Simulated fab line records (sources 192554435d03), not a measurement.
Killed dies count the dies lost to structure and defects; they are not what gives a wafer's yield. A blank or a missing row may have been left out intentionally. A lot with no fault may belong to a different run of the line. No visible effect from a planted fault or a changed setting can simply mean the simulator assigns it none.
fab line records	flow n5-finfet
[record] lots = 11	wafers = 32	last-day = 15
route steps=1938 shown SD_EPI_N@287 BEOL_M4@1093 BEOL_M5@1116 PASSIVATION@1936
lots untouched by any fault: they come from a run of this same line in which no faults occurred
start-h: hours from the record's first day to the start of the lot's first wafer shown	wait-h: hours from the lot's prior step to this one	" identical to the entry in the row above	L1.1+2: several wafers, shown together as one row	- no value, or no start was given	* or withheld: withheld	< > ~ a bound
route shown NAME@n: names a module that has steps shown in the file, with the first one's number in the route	usual: mean/standard deviation taken from wafers without a fault	same: alike in all rows	chamber/n: place in a boat	sites: per-site readings	_std_site: their standard deviation	_edge_site: outer sites' mean less inner sites'	radius-mm: how far each site lies from the wafer's centre	mask NAME#n: copy n	behind: the last tool/chamber to shape the wafer	hold: the reason the lot was held/the length of the hold in hours/how it ended	device: which transistor (n, p or np) failed to switch	end of line: tests run on the same wafers once the route is complete	where a step has no rows: the recipe by itself	killed: dies that structure and defects cost at the first sort, which is not the same as the wafer's yield	map: the dies of a wafer, with x for killed, . for not killed, _ for no die there
set.NAME: setting as actually run; set.NAME@STEP: the setting as run at that earlier step	model.NAME: the simulator's own value behind a step, which no gauge read
a sample of lots followed through the steps of the route, with each step as a table and each wafer as a row
services: a tool's chamber out of use, with start hour (start-h, from the record's first day; less than 0 if before it), hours out, and reason
[[steps]]
[step N5_SD_EPI_N_VAPOR_ETCH_50]
[recipe] chemistry = HCl	target = Si	temp-c = 775	time-s = 54	pressure-torr = 20	mode = isotropic
[usual] throttle-valve-pct = 12.0/0.44
lot.wafer	tool	chamber	start-h	wait-h	throttle-valve-pct
L899.2	epi-rpcvd-03	0	52.11	0.3	11.9
L899.5	"	0	"	"	12.3
L899.6	"	0	"	"	12.4
L900.2	epi-rpcvd-02	0	55.77	0.4	12.3
L900.3	"	0	"	"	12.4
L900.5	"	0	"	"	12.2
L901.1	epi-rpcvd-03	0	62.10	0.3	12.3
L901.2	"	0	"	"	12.1
L901.5	"	0	"	"	12.3
L903.1	epi-rpcvd-03	0	74.35	0.3	12.1
L903.4	"	0	"	"	12.1
L903.6	"	0	"	"	12.3
L904.2	epi-rpcvd-01	0	82.50	0.3	11.6
L904.3	"	0	"	"	11.4
L904.4	"	0	"	"	11.2
L907.1	epi-rpcvd-02	0	98.61	0.3	12.2
L907.5	"	0	"	"	12.2
L907.6	"	0	"	"	12.3
L908.1	epi-rpcvd-02	0	107.23	0.3	12.3
L908.3	"	0	"	"	12.2
L908.4	"	0	"	"	12.3
L909.1	epi-rpcvd-01	0	112.47	0.3	11.2
L909.3	"	0	"	"	11.3
L909.6	"	0	"	"	11.2
L910.1	epi-rpcvd-01	0	119.18	0.3	11.3
L910.3	"	0	"	"	11.3
L910.6	"	0	"	"	11.5
L911.3	epi-rpcvd-01	0	125.81	0.2	11.3
L911.4	"	0	"	"	11.5
L911.5	"	0	"	"	11.5
L915.4	epi-rpcvd-01	0	147.50	0.2	11.2
L915.6	"	0	"	"	11.2
[step N5_BEOL_M4_ANNEAL_89]
[recipe] temp-c = 400	time-s = 240	ambient = vacuum
[usual] heater-power-w = 816/82
lot.wafer	tool	chamber	start-h	wait-h	heater-power-w
L900.2	pvd-sputter-01	-	183.53	0.0	876
L900.3	"	-	"	"	847
L900.5	"	-	"	"	827
L899.2	pvd-sputter-03	-	184.10	0.0	785
L899.5	"	-	"	"	721
L899.6	"	-	"	"	885
L901.1	pvd-sputter-02	-	198.33	0.0	835
L901.2	"	-	"	"	763
L901.5	"	-	"	"	758
L903.1	pvd-sputter-02	-	204.73	0.0	766
L903.4	"	-	"	"	705
L903.6	"	-	"	"	855
L907.1	pvd-sputter-01	-	224.10	0.0	825
L907.5	"	-	"	"	855
L907.6	"	-	"	"	831
L904.2	pvd-sputter-03	-	229.38	0.0	807
L904.3	"	-	"	"	744
L904.4	"	-	"	"	747
L908.1	pvd-sputter-02	-	231.52	0.0	709
L908.3	"	-	"	"	753
L908.4	"	-	"	"	831
L909.1	pvd-sputter-03	-	234.09	0.0	742
L909.3	"	-	"	"	880
L909.6	"	-	"	"	731
L910.1	pvd-sputter-02	-	246.82	0.0	754
L910.3	"	-	"	"	840
L910.6	"	-	"	"	821
L911.3	pvd-sputter-03	-	247.05	0.0	740
L911.4	"	-	"	"	895
L911.5	"	-	"	"	711
L915.4	pvd-sputter-03	-	265.01	0.0	910
L915.6	"	-	"	"	868
[step N5_BEOL_M4_ANNEAL_51]
[recipe] temp-c = 225	time-s = 90	ambient = N2
[usual] wafer_temp_C_max = 226.1/0.33
lot.wafer	tool	chamber	start-h	wait-h	wafer_temp_C_max
L900.2	rtp-anneal-01	0	184.57	0.1	226.5
L900.3	"	0	"	"	226.4
L900.5	"	0	"	"	226.8
L899.2	rtp-anneal-01	0	185.14	0.1	226.7
L899.5	"	0	"	"	226.3
L899.6	"	0	"	"	225.9
L901.1	rtp-anneal-02	0	199.33	0.1	226.0
L901.2	"	0	"	"	225.7
L901.5	"	0	"	"	225.8
L903.1	rtp-anneal-02	0	205.73	0.1	226.0
L903.4	"	0	"	"	225.8
L903.6	"	0	"	"	226.1
L907.1	rtp-anneal-01	0	225.20	0.1	226.8
L907.5	"	0	"	"	226.3
L907.6	"	0	"	"	226.3
L904.2	rtp-anneal-01	0	230.69	0.3	226.3
L904.3	"	0	"	"	226.4
L904.4	"	0	"	"	226.2
L908.1	rtp-anneal-02	0	233.41	0.9	225.7
L908.3	"	0	"	"	225.9
L908.4	"	0	"	"	226.0
L909.1	rtp-anneal-01	0	235.08	0.1	226.1
L909.3	"	0	"	"	226.4
L909.6	"	0	"	"	226.0
L910.1	rtp-anneal-02	0	247.81	0.1	225.9
L910.3	"	0	"	"	225.8
L910.6	"	0	"	"	225.7
L911.3	rtp-anneal-02	0	248.17	0.2	225.7
L911.4	"	0	"	"	225.9
L911.5	"	0	"	"	225.9
L915.4	rtp-anneal-01	0	266.27	0.3	226.7
L915.6	"	0	"	"	226.7
[step N5_BEOL_M4_RC_MEAS_101]
[usual] DIBL_N = 36.3/1.8	DIBL_P = 36.5/2.1	IOFF_N = 0.16/0.031	IOFF_P = 0.22/0.038	ION_N = 677/12	ION_P = 466/7.8	REXT_N = 75.5/1.5	SS_N = 71.5/0.61	SS_P = 73.2/0.7	VT_N = 249/3	VT_P = -248.9/3
lot.wafer	tool	chamber	start-h	wait-h	DIBL_N[mV/V]	DIBL_P[mV/V]	IOFF_N[nA/um]	IOFF_P[nA/um]	ION_N[uA/um]	ION_P[uA/um]	REXT_N[ohm.um]	SS_N[mV/dec]	SS_P[mV/dec]	VT_N[mV]	VT_P[mV]
L900.2	prober-02	0	185.80	0.2	32.9	32.6	0.10	0.14	663	462	74.7	70.6	72.1	254	-253.9
L900.3	"	0	"	"	38.3	39.2	0.17	0.22	668	453	74.1	72.1	73.9	249	-248.2
L900.5	"	0	"	"	37.4	38.4	0.18	0.21	686	469	74.3	71.9	72.8	249	-249.4
L899.2	prober-02	0	187.03	1.1	34.6	35.1	0.14	0.22	676	472	76.6	71.2	73.5	251	-245.7
L899.5	"	0	"	"	36.4	37.0	0.17	0.24	682	474	76.5	70.5	73.3	246	-246.0
L899.6	"	0	"	"	34.8	34.2	0.13	0.21	662	464	76.0	71.4	72.3	252	-249.5
L901.1	prober-02	0	200.24	0.0	38.2	38.6	0.20	0.24	693	464	74.4	72.0	73.6	247	-246.9
L901.2	"	0	"	"	36.2	36.3	0.17	0.20	688	462	74.5	71.4	72.0	250	-250.2
L901.5	"	0	"	"	39.2	38.9	0.22	0.27	691	466	74.8	72.4	73.8	244	-246.2
L903.1	prober-02	0	207.06	0.0	38.6	37.6	0.19	0.25	681	468	76.8	71.4	74.4	248	-248.4
L903.4	"	0	"	"	36.0	36.0	0.16	0.23	691	473	77.1	71.2	73.8	247	-246.6
L903.6	"	0	"	"	37.0	36.9	0.17	0.23	694	472	76.6	70.9	73.6	248	-249.9
L907.1	prober-02	0	226.11	0.0	36.3	36.3	0.14	0.18	665	455	73.7	71.3	73.1	252	-255.5
L907.5	"	0	"	"	34.8	34.0	0.12	0.15	664	455	74.4	71.0	72.9	256	-258.4
L907.6	"	0	"	"	38.2	39.1	0.18	0.22	693	465	75.6	70.9	74.1	249	-252.0
L904.2	prober-01	0	231.71	0.2	38.0	38.8	0.20	0.24	697	470	75.3	72.1	74.1	246	-249.7
L904.3	"	0	"	"	38.9	39.3	0.21	0.25	705	468	74.6	71.5	74.0	246	-250.0
L904.4	"	0	"	"	37.6	37.4	0.17	0.22	679	458	74.7	71.4	74.1	249	-252.2
L908.1	prober-02	0	234.31	0.0	34.3	34.6	0.14	0.21	661	460	77.4	71.6	73.9	251	-247.7
L908.3	"	0	"	"	34.2	35.0	0.15	0.21	677	472	78.2	71.1	73.3	250	-246.4
L908.4	"	0	"	"	34.7	35.8	0.14	0.21	662	460	77.6	72.2	73.0	252	-247.3
L909.1	prober-01	0	236.79	0.0	39.5	38.0	0.17	0.22	673	458	74.1	72.5	74.0	249	-249.8
L909.3	"	0	"	"	37.6	36.5	0.16	0.22	673	468	74.5	71.8	72.9	250	-250.6
L909.6	"	0	"	"	40.1	38.6	0.18	0.23	686	466	75.1	72.8	74.0	250	-247.5
L910.1	prober-02	0	248.72	0.0	35.6	34.6	0.15	0.21	664	460	73.4	70.8	72.6	251	-247.7
L910.3	"	0	"	"	35.2	34.5	0.15	0.21	675	466	73.1	70.6	73.3	250	-248.2
L910.6	"	0	"	"	36.9	36.5	0.18	0.25	675	463	74.1	71.5	73.8	248	-245.0
L911.3	prober-01	0	249.30	0.3	33.3	38.5	0.10	0.26	641	468	92.9	70.9	73.0	256	-246.4
L911.4	"	0	"	"	34.4	33.2	0.11	0.18	655	456	78.9	70.1	71.7	257	-253.3
L911.5	"	0	"	"	35.5	34.8	0.13	0.20	670	465	78.8	70.9	72.9	253	-249.0
L915.4	prober-01	0	267.64	0.5	35.6	34.4	0.13	0.20	664	459	77.0	71.0	72.4	253	-252.6
L915.6	"	0	"	"	33.4	37.3	0.11	0.24	645	462	87.8	70.2	73.0	256	-247.0
[step N5_BEOL_M5_HM_DEP_02]
[recipe] material = TiN	target-thk-a = 200	temp-c = 25	chamber-pressure-pa = 0.49996
[usual] throttle-valve-pct = 30.1/0.97
lot.wafer	tool	chamber	start-h	wait-h	throttle-valve-pct
L900.2	pvd-sputter-01	-	188.63	1.4	29.5
L900.3	"	-	"	"	29.9
L900.5	"	-	"	"	30.5
L899.2	pvd-sputter-01	-	189.67	1.2	31.0
L899.5	"	-	"	"	30.9
L899.6	"	-	"	"	29.7
L901.1	pvd-sputter-02	-	202.67	0.8	29.7
L901.2	"	-	"	"	31.5
L901.5	"	-	"	"	30.0
L903.1	pvd-sputter-02	-	209.69	1.0	31.5
L903.4	"	-	"	"	29.5
L903.6	"	-	"	"	29.7
L907.1	pvd-sputter-02	-	229.32	1.1	29.6
L907.5	"	-	"	"	31.7
L907.6	"	-	"	"	29.7
L904.2	pvd-sputter-01	-	233.77	0.6	29.7
L904.3	"	-	"	"	30.4
L904.4	"	-	"	"	29.7
L908.1	pvd-sputter-03	-	239.27	3.4	30.6
L908.3	"	-	"	"	29.8
L908.4	"	-	"	"	29.2
L909.1	pvd-sputter-01	-	239.69	1.3	29.7
L909.3	"	-	"	"	31.0
L909.6	"	-	"	"	30.7
L910.1	pvd-sputter-03	-	250.97	0.7	32.1
L910.3	"	-	"	"	30.6
L910.6	"	-	"	"	30.7
L911.3	pvd-sputter-01	-	251.08	0.3	31.1
L911.4	"	-	"	"	29.4
L911.5	"	-	"	"	30.7
L915.4	pvd-sputter-01	-	269.32	0.0	29.9
L915.6	"	-	"	"	31.1
[step N5_PASSIVATION_PROBE_49]
[usual] defect-limited-yield = 91.2/1.5	killed_at_M0_to_M3 = 33/9.6	killed_at_M4_up = 14/5.6	killed-at-contacts = 14/5.5	killed-at-front-end = 40/13	killed-at-other = 4/3	killed-dies = 104/17	killed-open = 68/13	killed-short = 33/7.2	sort_bin_5_function = 5.2/0.95	sort_bin_6_memory = 3.3/0.62	sort_bin_8_speed = 0.00/0.012	sort-n-pass = 1076/17	sort-yield-pct = 91.2/1.5
[same] gross-dies = 1180	killed-at-back-side = 0	sort_bin_4_leakage[%] = 0
lot.wafer	tool	chamber	start-h	wait-h	defect-limited-yield[%]	killed_at_M0_to_M3	killed_at_M4_up	killed-at-contacts	killed-at-front-end	killed-at-other	killed-dies	killed-open	killed-short	sort_bin_5_function[%]	sort_bin_6_memory[%]	sort_bin_8_speed[%]	sort-n-pass	sort-yield-pct[%]
L899.2	prober-02	-	293.71	0.1	92.9	32	17	15	19	1	84	54	26	4.6	2.5	0	1096	92.9
L899.5	prober-02	-	293.86	0.2	93.8	21	16	13	20	3	73	44	25	3.9	1.8	0	1107	93.8
L899.6	prober-02	-	293.91	0.3	91.3	38	20	14	22	9	103	73	27	5.5	3.0	0	1077	91.3
L900.2	prober-02	-	299.19	0.1	93.0	24	10	20	23	6	83	58	20	4.0	2.8	0	1097	93.0
L900.3	prober-02	-	299.24	0.1	93.3	27	17	10	23	2	79	55	21	4.3	1.9	0	1101	93.3
L900.5	prober-02	-	299.34	0.2	93.0	29	8	15	29	2	83	54	29	4.3	2.4	0	1097	93.0
L909.1	prober-02	-	341.92	0.0	91.4	20	5	20	54	2	101	69	29	4.4	3.6	0	1079	91.4
L909.3	prober-02	-	342.02	0.1	89.7	29	12	17	58	5	121	81	32	5.9	3.8	0	1059	89.7
L909.6	prober-02	-	342.17	0.3	90.8	35	13	15	45	1	109	71	29	5.9	2.8	0	1071	90.8
L911.3	prober-02	-	346.95	0.1	90.8	20	7	8	70	4	109	69	40	6.1	2.8	1.61	1052	89.2
L911.4	prober-02	-	347.00	0.2	92.6	19	7	14	45	2	87	59	26	4.1	2.8	0	1093	92.6
L911.5	prober-02	-	347.05	0.2	92.4	24	13	14	38	1	90	61	27	4.5	2.8	0	1090	92.4
L910.1	prober-01	-	360.24	0.0	92.7	27	11	15	30	3	86	58	28	3.7	3.5	0	1094	92.7
L910.6	prober-01	-	360.49	0.3	92.8	22	14	21	24	4	85	63	20	4.5	2.6	0	1095	92.8
L915.4	prober-02	-	366.96	0.2	91.1	36	11	10	42	6	105	60	43	5.0	3.7	0	1075	91.1
L915.6	prober-02	-	367.06	0.3	93.9	14	13	16	27	2	72	40	30	3.3	2.5	0.59	1101	93.3
// killed by level:class
L899.2 MOL_CONTACT_COAG:geometric-particle:open=12 BEOL_M1:geometric-particle:open=8 BEOL_M0_SAQP:geometric-particle:short=7 BEOL_M3:geometric-particle:open=7 BEOL_M4:geometric-particle:open=7 FIN_SAQP:geometric-particle:short=4 STI_FIN_REVEAL:geometric-particle:open=3 MOL_CONTACT_COAG:geometric-particle:short=3
L899.5 MOL_CONTACT_COAG:geometric-particle:open=11 BEOL_M0_SAQP:geometric-particle:open=5 BEOL_M2:geometric-particle:open=5 FIN_SAQP:geometric-particle:open=4 GATE_CUT:geometric-particle:short=4 BEOL_M5:geometric-particle:open=4 BEOL_M3:geometric-particle:open=3 BEOL_M5:geometric-particle:short=3
L899.6 MOL_CONTACT_COAG:geometric-particle:open=14 BEOL_M0_SAQP:geometric-particle:open=12 GATE_CUT:geometric-particle:open=10 BEOL_M5:geometric-particle:open=8 GATE_CUT:geometric-particle:short=5 BEOL_M2:geometric-particle:open=5 BEOL_M4:geometric-particle:open=4 BEOL_M0_SAQP:geometric-particle:short=4
L900.2 MOL_CONTACT_COAG:geometric-particle:open=13 BEOL_M3:geometric-particle:open=10 STI_FIN_REVEAL:geometric-particle:open=7 MOL_CONTACT_COAG:geometric-particle:short=5 BEOL_M0_SAQP:geometric-particle:open=4 BEOL_M4:geometric-particle:open=3 SPACER0:geometric-particle:open=3 GATE_CUT:geometric-particle:short=3
L900.3 BEOL_M0_SAQP:geometric-particle:open=8 BEOL_M3:geometric-particle:open=7 MOL_CONTACT_COAG:geometric-particle:open=7 BEOL_M4:geometric-particle:open=6 BEOL_M1:geometric-particle:open=4 STI_FIN_REVEAL:geometric-particle:open=3 DUMMY_GATE:geometric-particle:short=3 SDB:geometric-particle:short=3
L900.5 MOL_CONTACT_COAG:geometric-particle:open=12 BEOL_M0_SAQP:geometric-particle:open=9 DUMMY_GATE:geometric-particle:open=8 BEOL_M2:geometric-particle:open=6 BEOL_M0_SAQP:geometric-particle:short=6 BEOL_M8:geometric-particle:open=4 FIN_SAQP:geometric-particle:open=3 DUMMY_GATE:geometric-particle:short=3
L909.1 MOL_CONTACT_COAG:geometric-particle:open=17 STI_FIN_REVEAL:geometric-particle:open=14 FIN_SAQP:geometric-particle:short=7 FIN_SAQP:geometric-particle:open=6 DUMMY_GATE:geometric-particle:open=6 GATE_CUT:geometric-particle:short=6 BEOL_M1:geometric-particle:open=6 BEOL_M0_SAQP:geometric-particle:open=5
L909.3 FIN_SAQP:geometric-particle:open=17 MOL_CONTACT_COAG:geometric-particle:open=13 BEOL_M1:geometric-particle:open=11 DUMMY_GATE:geometric-particle:open=8 STI_FIN_REVEAL:geometric-particle:open=6 DUMMY_GATE:geometric-particle:short=5 BEOL_M0_SAQP:geometric-particle:short=5 MOL_CONTACT_COAG:geometric-particle:short=4
L909.6 FIN_SAQP:geometric-particle:open=14 BEOL_M0_SAQP:geometric-particle:open=13 MOL_CONTACT_COAG:geometric-particle:open=11 BEOL_M1:geometric-particle:open=8 BEOL_M0_SAQP:geometric-particle:short=6 STARTING-WAFER:geometric-particle:open=5 FIN_SAQP:geometric-particle:short=4 BEOL_M1:geometric-particle:short=4
L911.3 STI_FIN_REVEAL:geometric-particle:open=18 FIN_SAQP:geometric-particle:short=16 MOL_CONTACT_COAG:geometric-particle:open=8 GATE_CUT:geometric-particle:short=7 SPACER0:geometric-particle:open=6 STI_FIN_REVEAL:geometric-particle:short=4 SPACER0:geometric-particle:short=4 BEOL_M0_SAQP:geometric-particle:open=4
L911.4 GATE_CUT:geometric-particle:open=11 MOL_CONTACT_COAG:geometric-particle:open=11 STI_FIN_REVEAL:geometric-particle:open=7 FIN_SAQP:geometric-particle:open=5 BEOL_M0_SAQP:geometric-particle:open=5 BEOL_M1:geometric-particle:open=5 FIN_SAQP:geometric-particle:short=4 STI_FIN_REVEAL:geometric-particle:short=4
L911.5 MOL_CONTACT_COAG:geometric-particle:open=9 DUMMY_GATE:geometric-particle:open=8 GATE_CUT:geometric-particle:open=6 BEOL_M1:geometric-particle:open=6 MOL_CONTACT_COAG:geometric-particle:short=5 FIN_SAQP:geometric-particle:open=4 FIN_SAQP:geometric-particle:short=4 STI_FIN_REVEAL:geometric-particle:open=4
L910.1 MOL_CONTACT_COAG:geometric-particle:open=12 BEOL_M1:geometric-particle:open=10 STI_FIN_REVEAL:geometric-particle:open=7 FIN_SAQP:geometric-particle:open=6 BEOL_M2:geometric-particle:open=5 BEOL_M3:geometric-particle:open=5 FIN_SAQP:geometric-particle:short=4 BEOL_M2:geometric-particle:short=4
L910.6 MOL_CONTACT_COAG:geometric-particle:open=17 BEOL_M4:geometric-particle:open=7 FIN_SAQP:geometric-particle:open=6 BEOL_M1:geometric-particle:open=6 DUMMY_GATE:geometric-particle:open=4 BEOL_M3:geometric-particle:open=4 MOL_CONTACT_COAG:geometric-particle:short=4 BEOL_M2:geometric-particle:open=4
L915.4 BEOL_M0_SAQP:geometric-particle:short=15 BEOL_M0_SAQP:geometric-particle:open=9 FIN_SAQP:geometric-particle:open=7 BEOL_M3:geometric-particle:open=7 GATE_CUT:geometric-particle:open=6 BEOL_M4:geometric-particle:open=6 MOL_CONTACT_COAG:geometric-particle:open=6 FIN_SAQP:geometric-particle:short=5
L915.6 MOL_CONTACT_COAG:geometric-particle:open=12 GATE_CUT:geometric-particle:short=5 DUMMY_GATE:geometric-particle:open=4 MOL_CONTACT_COAG:geometric-particle:short=4 BEOL_M10:geometric-particle:open=4 FIN_SAQP:geometric-particle:short=3 GATE_CUT:geometric-particle:open=3 BEOL_M4:geometric-particle:open=3
[[services]]
tool	chamber	start-h	hours	kind
pvd-sputter-02	-	28.41	3.5	repair
epi-rpcvd-02	-	36.48	5.1	repair
pvd-sputter-03	-	61.71	3.1	repair
pvd-sputter-03	-	72.47	2.8	repair
epi-rpcvd-02	-	111.22	1.8	repair
epi-rpcvd-02	-	137.09	0.5	pm
epi-rpcvd-01	-	137.66	2.8	pm
pvd-sputter-02	-	146.19	7.4	repair
epi-rpcvd-02	-	227.78	2.8	pm
epi-rpcvd-01	-	265.05	28.1	pm
[[key]]
[first-sign] step = N5_BEOL_M4_RC_MEAS_101	reading = REXT_N	direction = up	sigmas = 9.9	usual = 75.5	struck = 90.4
[effect] step = N5_BEOL_M4_RC_MEAS_101	reading = ION_N	direction = down	sigmas = 2.7	usual = 677	struck = 643
[effect] step = N5_PASSIVATION_PROBE_49	reading = sort_bin_8_speed	direction = up	sigmas = 13	usual = 0.00	struck = 1.10
met-at N5_SD_EPI_N_VAPOR_ETCH_50
struck-lots L911,L915
struck-wafers L911.3,L915.6
not-acting-at N5_BEOL_M4_ANNEAL_89,N5_BEOL_M4_ANNEAL_51,N5_BEOL_M5_HM_DEP_02
onset-between 119.18 125.81
[fault] kind = process-parameter-drift	tool = epi-rpcvd-01	chamber = -	onset-h = 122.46	steps = N5_SD_EPI_N_VAPOR_ETCH_50	channel = time-s	offset = *	shape = step	end-h = 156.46	scope = struck-wafers-only	acts-in = *	stated = *
